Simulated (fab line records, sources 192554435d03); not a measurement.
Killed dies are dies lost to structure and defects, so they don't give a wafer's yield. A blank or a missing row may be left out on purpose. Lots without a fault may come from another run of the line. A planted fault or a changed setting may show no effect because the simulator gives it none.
fab line records | flow n5_finfet | part 2 of 2: steps 23 to 32 of 32
record lots=5 wafers=15 last_day=17
route steps=1938 shown BEOL_M11@1574 BEOL_M12@1602
lots that met no fault: from a run of the same line without faults
start_h: hours from the record's first day to the start of the lot's first wafer shown | wait_h: hours since the lot's step before | " the same as in the row above | L1.1+2: a row that stands for several wafers | - no value, or no start given | * or withheld: withheld | < > ~ a bound
route shown NAME@n: a module of which the file shows steps, and the number in the route of the first | usual: mean/standard deviation of fault-free wafers | same: alike in all rows | chamber/n: place in a boat | sites: the reading at each site | _std_site: their standard deviation | _edge_site: outer sites' mean less inner sites' | radius_mm: how far each site lies from the wafer's centre | mask NAME#n: copy n | behind: the tool/chamber that last shaped the wafer | hold: why the lot was held/for how many hours/how that ended | device: the transistor (n, p or np) that didn't switch | end of line: the same wafers' tests at the end of the route | a step without rows: its recipe alone | killed: dies lost to structure and defects at the first sort, not the wafer's yield | map: a wafer's dies, x killed, . not, _ none there
set.NAME: the setting as run; set.NAME@STEP: as run at that earlier step | model.NAME: the simulator's own value behind a step, which no gauge read
lots at some steps of the route; a table a step, a row a wafer
services: from which hour (start_h, from the record's first day; less than 0 if before it) a tool's chamber was out of use, for how many hours, and why
## steps
# step N5_BEOL_M11_CMP_52
# recipe stop_on=SiCOH_lowk t_overpolish_s=7 down_force_psi=1 platen_rpm=50 clearing_platen_down_force_psi=1.5 clearing_platen_rpm=50 post_cmp_clean=cu_alkaline target_thk_nm=140 clearing_platen_pad_velocity_m_s=0.99484 pad_velocity_m_s=0.99484
# usual barrier_field_endpoint_s=28.6/0.76 motor_current_A=5.8/0.45 overpolish_run_s=7.000/0.01 time_to_endpoint_s=65/3.1
# columns lot.wafer tool chamber start_h wait_h barrier_field_endpoint_s motor_current_A overpolish_run_s time_to_endpoint_s
L074.2 cmp-04 1 228.97 0.2 29.5 5.9 6.973 66
L074.3 " 3 " " 28.5 5.5 7.017 64
L074.6 " 0 " " 29.6 5.6 6.998 70
L075.2 cmp-01 1 238.38 0.3 28.2 5.9 7.016 61
L075.1 " 2 " " 26.7 5.5 6.999 59
L075.3 " 0 " " 28.1 5.9 7.000 62
L077.3 cmp-02 3 245.86 0.2 28.1 6.1 6.996 68
L077.6 " 2 " " 28.2 4.9 7.002 65
L077.5 " 3 " " 28.5 6.6 7.019 66
L087.3 cmp-01 1 318.36 0.2 28.9 5.8 7.015 64
L087.2 " 2 " " 28.8 5.6 7.006 67
L087.4 " 3 " " 29.0 5.8 7.000 67
L093.2 cmp-02 1 350.38 0.2 28.3 6.6 6.999 67
L093.1 " 0 " " 29.3 5.7 7.015 67
L093.5 " 1 " " 28.5 6.7 7.010 65
# step N5_BEOL_M11_THK_MEAS_53
# recipe thk_meas_gauge=xrf reads=Cu_of_BEOL_M11_ECD_50
# usual M11_THK=140/3.1
# columns lot.wafer tool chamber start_h wait_h M11_THK[nm]
L074.2 film_metro-02 - 229.22 - 137
L074.3 " - " " 144
L074.6 " - " " 145
L075.1 film_metro-01 - 238.67 - 142
L075.2 " - " " 134
L075.3 " - " " 136
L077.3 film_metro-02 - 246.12 - 135
L077.5 " - " " 139
L077.6 " - " " 136
L087.2 film_metro-01 - 318.65 - 148
L087.3 " - " " 138
L087.4 " - " " 138
L093.1 film_metro-02 - 350.68 - 143
L093.2 " - " " 145
L093.5 " - " " 141
# step N5_BEOL_M11_PRE_CLEAN_55
# recipe gas=NH3 time_s=15 temp_c=withheld rf_power_w=300
# columns lot.wafer tool chamber start_h wait_h
L074.2+3+6 pecvd-01 1,0,1 229.26 0.0
L075.1+2+3 pecvd-04 2,0,1 238.71 0.0
L077.3+5+6 pecvd-03 0,0,1 246.16 0.0
L087.2+3+4 pecvd-03 0,1,2 318.69 0.0
L093.1+2+5 pecvd-03 1,0,2 350.72 0.0
# step N5_BEOL_M11_DEP_56
# recipe material=SiCN target_thk_a=300 temp_c=withheld precursor=3MS/NH3 pressure_torr=3 rf_w=675 time_s=10.5
# usual showerhead_plenum_p_Torr=4.188/0.021 throttle_valve_pct=18.0/0.93
# columns lot.wafer tool chamber start_h wait_h showerhead_plenum_p_Torr throttle_valve_pct
L074.2 pecvd-01 1 229.28 0.0 4.189 20.8
L074.3 " 0 " " 4.152 18.1
L074.6 " 1 " " 4.185 20.5
L075.1 pecvd-04 2 238.73 0.0 4.153 17.6
L075.2 " 0 " " 4.167 17.6
L075.3 " 1 " " 4.207 19.3
L077.3 pecvd-03 0 246.18 0.0 4.210 17.2
L077.5 " 0 " " 4.186 17.3
L077.6 " 1 " " 4.189 17.2
L087.2 pecvd-03 0 318.71 0.0 4.207 17.2
L087.3 " 1 " " 4.178 17.4
L087.4 " 2 " " 4.206 17.6
L093.1 pecvd-03 1 350.74 0.0 4.174 17.4
L093.2 " 0 " " 4.197 17.4
L093.5 " 2 " " 4.212 17.7
# step N5_BEOL_M11_RS_MEAS_57
# recipe thk_meas_gauge=four-point-probe reads=Cu_of_BEOL_M11_ECD_50+Co_of_BEOL_M11_CVD_75+TaN_of_BEOL_M11_ALD_74
# usual M11_RS=0.151/0.0034
# columns lot.wafer tool chamber start_h wait_h M11_RS[ohm/sq]
L074.2 film_metro-02 - 229.35 0.0 0.156
L074.3 " - " " 0.146
L074.6 " - " " 0.145
L075.1 film_metro-01 - 238.80 0.0 0.145
L075.2 " - " " 0.156
L075.3 " - " " 0.153
L077.3 film_metro-01 - 246.25 0.0 0.155
L077.5 " - " " 0.152
L077.6 " - " " 0.155
L087.2 film_metro-02 - 318.78 0.0 0.143
L087.3 " - " " 0.153
L087.4 " - " " 0.154
L093.1 film_metro-01 - 350.80 0.0 0.147
L093.2 " - " " 0.145
L093.5 " - " " 0.149
# step N5_BEOL_M11_INSPECT_58
# recipe inspect_instrument=darkfield mode=post_dep
# usual raw_defect_count=63/19
# columns lot.wafer tool chamber start_h wait_h raw_defect_count
L074.2 defect_inspect-02 - 229.37 0.0 98
L074.3 " - " " 64
L074.6 " - " " 72
L075.1 defect_inspect-01 - 238.82 0.0 84
L075.2 " - " " 54
L075.3 " - " " 84
L077.3 defect_inspect-02 - 246.28 0.0 33
L077.5 " - " " 73
L077.6 " - " " 48
L087.2 defect_inspect-02 - 318.80 0.0 89
L087.3 " - " " 62
L087.4 " - " " 67
L093.1 defect_inspect-02 - 350.83 0.0 54
L093.2 " - " " 50
L093.5 " - " " 74
# step N5_BEOL_M12_ILD_DEP_00
# recipe material=SiOC target_thk_a=6589.2 temp_c=350 precursor=DEMS/O2 pressure_torr=5 rf_w=500 time_s=130.7
# usual heater_power_w=498/72 showerhead_plenum_p_Torr=5.702/0.017 throttle_valve_pct=11.8/0.35
# columns lot.wafer tool chamber start_h wait_h heater_power_w showerhead_plenum_p_Torr throttle_valve_pct
L074.2 pecvd-03 2 229.41 0.0 499 5.739 11.3
L074.3 " 2 " " 508 5.713 11.7
L074.6 " 2 " " 513 5.738 11.6
L075.1 pecvd-03 2 238.86 0.0 522 5.687 11.7
L075.2 " 1 " " 475 5.708 11.7
L075.3 " 0 " " 579 5.718 11.6
L077.3 pecvd-02 1 246.36 0.1 396 5.680 11.7
L077.5 " 1 " " 413 5.673 11.6
L077.6 " 0 " " 419 5.673 11.7
L087.2 pecvd-04 2 318.84 0.0 546 5.687 11.8
L087.3 " 0 " " 461 5.696 11.8
L087.4 " 2 " " 571 5.695 11.7
L093.1 pecvd-04 0 350.87 0.0 476 5.712 11.6
L093.2 " 1 " " 496 5.717 12.5
L093.5 " 2 " " 595 5.699 11.8
# step N5_BEOL_M12_THK_MEAS_01
# recipe reads=SiOC_of_BEOL_M12_ILD_DEP_00
# usual M12_ILD_THK=652/7.8
# columns lot.wafer tool chamber start_h wait_h M12_ILD_THK[nm]
L074.2 film_metro-02 - 229.59 0.1 652
L074.3 " - " " 662
L074.6 " - " " 656
L075.1 film_metro-01 - 238.99 0.1 648
L075.2 " - " " 646
L075.3 " - " " 642
L077.3 film_metro-01 - 246.49 0.1 658
L077.5 " - " " 651
L077.6 " - " " 645
L087.2 film_metro-01 - 319.02 0.1 639
L087.3 " - " " 656
L087.4 " - " " 645
L093.1 film_metro-01 - 351.00 0.1 647
L093.2 " - " " 653
L093.5 " - " " 654
# step N5_BEOL_M12_COAT_58
# recipe resist=BARC temp_c=205 time_s=60 spin_rpm=1500 resist_thk_nm=89
# usual plate_temp_C=205.03/0.14 resist_line_temp_C=23.01/0.11
# columns lot.wafer tool chamber start_h wait_h plate_temp_C resist_line_temp_C
L074.2 litho_track-04 0 229.62 0.0 205.10 23.08
L074.3 " 0 " " 205.04 23.03
L074.6 " 0 " " 204.97 22.90
L075.1 litho_track-03 0 239.02 0.0 205.04 23.11
L075.2 " 0 " " 204.94 22.99
L075.3 " 0 " " 204.98 23.09
L077.3 litho_track-04 0 246.52 0.0 204.96 22.94
L077.5 " 0 " " 204.84 22.83
L077.6 " 0 " " 204.90 22.83
L087.2 litho_track-05 0 319.05 0.0 205.09 23.20
L087.3 " 0 " " 205.07 22.93
L087.4 " 0 " " 205.02 23.09
L093.1 litho_track-04 0 351.03 0.0 205.15 23.06
L093.2 " 0 " " 205.00 22.98
L093.5 " 0 " " 205.28 23.01
# step N5_BEOL_M12_COAT_04
# recipe spin_rpm=1625 resist_thk_nm=400
# usual resist_line_temp_C=22.99/0.11
# columns lot.wafer tool chamber start_h wait_h resist_line_temp_C
L074.2 litho_track-04 0 - - 23.09
L074.3 " 0 " " 23.24
L074.6 " 0 " " 23.12
L075.1 litho_track-03 0 - - 23.14
L075.2 " 0 " " 23.04
L075.3 " 0 " " 23.05
L077.3 litho_track-04 0 - - 23.03
L077.5 " 0 " " 23.08
L077.6 " 0 " " 23.02
L087.2 litho_track-05 0 - - 23.05
L087.3 " 0 " " 23.08
L087.4 " 0 " " 22.89
L093.1 litho_track-04 0 - - 22.97
L093.2 " 0 " " 23.06
L093.5 " 0 " " 22.90
## services
# columns tool chamber start_h hours kind
cmp-01 - 204.30 4.0 pm
rie_diel-04 1 221.30 13.8 repair
cmp-01 - 223.18 1.3 repair
ald_metal-03 - 227.70 28.1 pm
ald_metal-02 - 229.87 1.3 repair
cvd_co-01 2 231.54 18.0 repair
cmp-02 - 235.02 4.0 pm
ald_metal-02 1 236.96 4.1 repair
rie_diel-01 1 240.27 4.0 repair
uv_cure-02 - 268.20 2.1 pm
cmp-01 - 269.35 1.0 repair
ald_metal-03 0 269.45 8.5 repair
cvd_co-01 2 272.90 5.4 repair
rie_diel-04 2 273.35 7.5 repair
cvd_co-02 - 276.61 2.8 pm
cmp-02 - 288.05 1.8 repair
pecvd-01 - 289.64 1.0 repair
ecd_cu-01 - 296.85 0.8 repair
pecvd-04 1 298.99 6.2 repair
pecvd-04 1 317.58 4.5 repair
pvd_sputter-01 - 320.04 19.6 repair
cvd_co-01 - 325.29 6.9 pm
rie_diel-04 1 328.93 6.7 repair
cvd_co-01 - 339.55 0.9 repair
